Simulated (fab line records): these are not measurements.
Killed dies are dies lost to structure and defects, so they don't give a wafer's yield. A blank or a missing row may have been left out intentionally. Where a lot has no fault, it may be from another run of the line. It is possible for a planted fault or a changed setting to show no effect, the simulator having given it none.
Matching of chambers / flow n5-finfet / ald-hk-02 running N5_MIM_TOP_ALD_00: 4 sister chambers
The step deposits Al2O3, purge time 3 s, co reactant pulse time 3 s. 4 wafers are shown with their chamber, then 7 later ones without.

== EACH WAFER AND ITS CHAMBER ==
wafer=L088.1 chamber=3 precursor-pulse-height-rel=0.963
wafer=L086.6 chamber=2 precursor-pulse-height-rel=0.995
wafer=L092.1 chamber=0 precursor-pulse-height-rel=0.998
wafer=L092.3 chamber=1 precursor-pulse-height-rel=0.993

== WAFERS WHOSE CHAMBER IS MISSING ==
wafer=L092.5 precursor-pulse-height-rel=1.017
wafer=L096.2 precursor-pulse-height-rel=1.004
wafer=L096.3 precursor-pulse-height-rel=0.992
wafer=L096.4 precursor-pulse-height-rel=0.983
wafer=L095.2 precursor-pulse-height-rel=0.957
wafer=L095.4 precursor-pulse-height-rel=1.001
wafer=L095.5 precursor-pulse-height-rel=1.017

== WHICH CHAMBER EACH ONE RAN IN ==
wafer=L092.5; from the rows above=can't be placed: 0 or 2 or 1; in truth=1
wafer=L096.2; from the rows above=can't be placed: 0 or 2 or 1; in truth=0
wafer=L096.3; from the rows above=can't be placed: 1 or 2 or 0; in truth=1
wafer=L096.4; from the rows above=can't be placed: 1 or 2 or 0 or 3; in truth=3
wafer=L095.2; from the rows above=3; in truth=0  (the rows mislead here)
wafer=L095.4; from the rows above=can't be placed: 0 or 2 or 1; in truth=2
wafer=L095.5; from the rows above=can't be placed: 0 or 2 or 1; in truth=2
Correct placement for 0 of the 7. These rows do not allow placing 6 (true chamber among the candidates in 6). Wrongly placed: 1.
How it was worked out, from the rows above alone: a wafer's distance from a chamber is the root of the sum, over the readings, of the square of ((its reading less the chamber's mean) divided by the reading's scatter). If the next closest chamber is less than 2 further off than the closest, the wafer can't be placed; otherwise it belongs to the closest. For every chamber, the mean is computed from those of its wafers that are shown. The scatter: with one shown wafer a chamber, the root of the mean of the squares of how far each hidden wafer lies from its nearest shown one.
